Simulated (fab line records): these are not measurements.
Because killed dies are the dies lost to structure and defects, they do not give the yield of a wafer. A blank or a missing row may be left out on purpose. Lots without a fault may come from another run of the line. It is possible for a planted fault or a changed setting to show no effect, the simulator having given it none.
Split-lot experiment | flow n5 finfet | route with 1938 steps; 7 lots, 39 wafers read

THE SPLIT ITSELF
At N5_BEOL_M0_TRENCH_ETCH_107 (etches SiOC in C4F6/O2, target depth 32.8 nm, time 16.4 s), the setting target depth a was moved away from the recipe's 328 angstrom on 9 of the 39 wafers read, by -34.0% to +28.4%. This setting was run at the recipe's value on the other wafers.

BETWEEN THE SPLIT AND THE READING: the file shows 1 step in between
- N5_BEOL_M0_STRIP_142: strips in N2/H2, time 10 s

THE READING
trench depth nm, in nm, at N5_BEOL_M0_OCD_MEAS_108. On this fab line, fault-free wafers typically give 32.9 nm with a standard deviation of 0.47 nm.

wafer  | tool, chamber at the split | target depth a as run, angstrom | against the recipe | trench depth nm, nm | against lot-mates on the recipe
L077.1 | rie diel-02, 0             | 328                             | recipe             | 32.4                | -
L077.2 | rie diel-02, 1             | 216.4                           | -34.0%             | 21.4                | -11.6
L077.3 | rie diel-02, 3             | 216.4                           | -34.0%             | 22.0                | -11.0
L077.4 | rie diel-02, 2             | 216.4                           | -34.0%             | 22.2                | -10.8
L077.5 | rie diel-02, 3             | 328                             | recipe             | 33.6                | -
L077.6 | rie diel-02, 2             | 328                             | recipe             | 32.9                | -
L078.1 | rie diel-01, 1,2           | 259.8                           | -20.8%             | 26.4                | -6.6
L078.2 | rie diel-01, 0,0,3         | 328                             | recipe             | 33.0                | -
L078.3 | rie diel-01, 1,2           | 259.8                           | -20.8%             | 25.8                | -7.2
L078.4 | rie diel-01, 3             | 259.8                           | -20.8%             | 25.7                | -7.3
L078.5 | rie diel-01, 0,0,3         | 328                             | recipe             | 33.0                | -
L078.6 | rie diel-01, 0,0,3         | 328                             | recipe             | 33.0                | -
L079.1 | rie diel-02, 1             | 328                             | recipe             | 32.4                | -
L079.2 | rie diel-02, 3             | 328                             | recipe             | 33.4                | -
L079.3 | rie diel-02, 0,2,2         | 328                             | recipe             | 33.0                | -
L079.4 | rie diel-02, 0,2,2         | 328                             | recipe             | 32.8                | -
L079.5 | rie diel-02, 3             | 328                             | recipe             | 33.8                | -
L079.6 | rie diel-02, 0,2,2         | 328                             | recipe             | 33.0                | -
L087.4 | rie diel-02, 2             | 328                             | recipe             | 33.2                | -
L087.5 | rie diel-02, 3             | 328                             | recipe             | 33.5                | -
L087.6 | rie diel-02, 0             | 328                             | recipe             | 32.8                | -
L088.1 | rie diel-01, 2,1           | 328                             | recipe             | 32.5                | -
L088.2 | rie diel-01, 1,3           | 328                             | recipe             | 32.9                | -
L088.3 | rie diel-01, 0,2           | 328                             | recipe             | 32.6                | -
L088.4 | rie diel-01, 1,3           | 328                             | recipe             | 33.3                | -
L088.5 | rie diel-01, 2,1           | 328                             | recipe             | 33.1                | -
L088.6 | rie diel-01, 0,2           | 328                             | recipe             | 32.9                | -
L091.1 | rie diel-01, 3             | 421.1                           | +28.4%             | 42.1                | +9.5
L091.2 | rie diel-01, 1             | 421.1                           | +28.4%             | 41.4                | +8.8
L091.3 | rie diel-01, 2             | 421.1                           | +28.4%             | 40.6                | +8.0
L091.4 | rie diel-01, 0             | 328                             | recipe             | 32.8                | -
L091.5 | rie diel-01, 1,0           | 328                             | recipe             | 32.3                | -
L091.6 | rie diel-01, 1,0           | 328                             | recipe             | 32.7                | -
L095.1 | rie diel-01, 0             | 328                             | recipe             | 33.1                | -
L095.2 | rie diel-01, 1             | 328                             | recipe             | 33.8                | -
L095.3 | rie diel-01, 3,0           | 328                             | recipe             | 32.8                | -
L095.4 | rie diel-01, 2             | 328                             | recipe             | 32.3                | -
L095.5 | rie diel-01, 1             | 328                             | recipe             | 33.8                | -
L095.6 | rie diel-01, 3,0           | 328                             | recipe             | 32.7                | -
When a row names more than one chamber, that row covers several wafers, and the file does not tell which wafer ran in which chamber.

FIT RESULTS
A straight line over all 39 wafers: trench depth nm changes by +0.317 nm for each +1% of target depth a; r = +0.99; the points scatter about the line by 0.48 nm.
The same after taking each lot's own level away (the mean of its wafers on the recipe; 39 wafers): +0.322 nm for each +1%; r = +1.00; scatter 0.44 nm.
Per that fit: largest target depth a move, reading shift of 11 nm.
Across the lots, their own levels run from 32.60 to 33.17 nm, a range of 1.2 times the standard deviation given above.
So the lot-to-lot level changes the slope little: the two slopes agree.
Check: for one of the wafers moved furthest among these (-34.0%), held out of the fit, the line's prediction against its lot-mates is -10.9 nm. It came out at -11.6 nm against them.

OTHER SPLITS APPLIED TO THESE WAFERS
Before the reading, these wafers also passed through other splits. Each is held against what the fit with the lots' levels taken away leaves over:
other split on the same wafers          | wafers away from the commonest value | r with trench depth nm (lot level and that fit taken away)
N5_SD_EPI_N_ETCH_45 target depth a      | 12                                   | -0.04
N5_MOL_CONTACT_COAG_PRECLEAN_111 time s | 9                                    | +0.18

THE WHOLE CHAIN: every reading that the file lists as answering this split, in the file's order
step                       | what it does                                              | reading                                                                   | change (the file's fit)               | r (the file's)
N5_BEOL_M0_TRENCH_ETCH_107 | etches SiOC in C4F6/O2, target depth 32.8 nm, time 16.4 s | BEOL_M0.feature depth nm (the simulator's own value, which no gauge read) | +0.328 nm for each +1% of the setting | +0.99
N5_BEOL_M0_OCD_MEAS_108    |                                                           | trench depth nm                                                           | +0.322 nm for each +1% of the setting | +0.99

FILE'S OWN FIT
trench depth nm changes by +0.322 nm for each +1% of target depth a, r = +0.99.
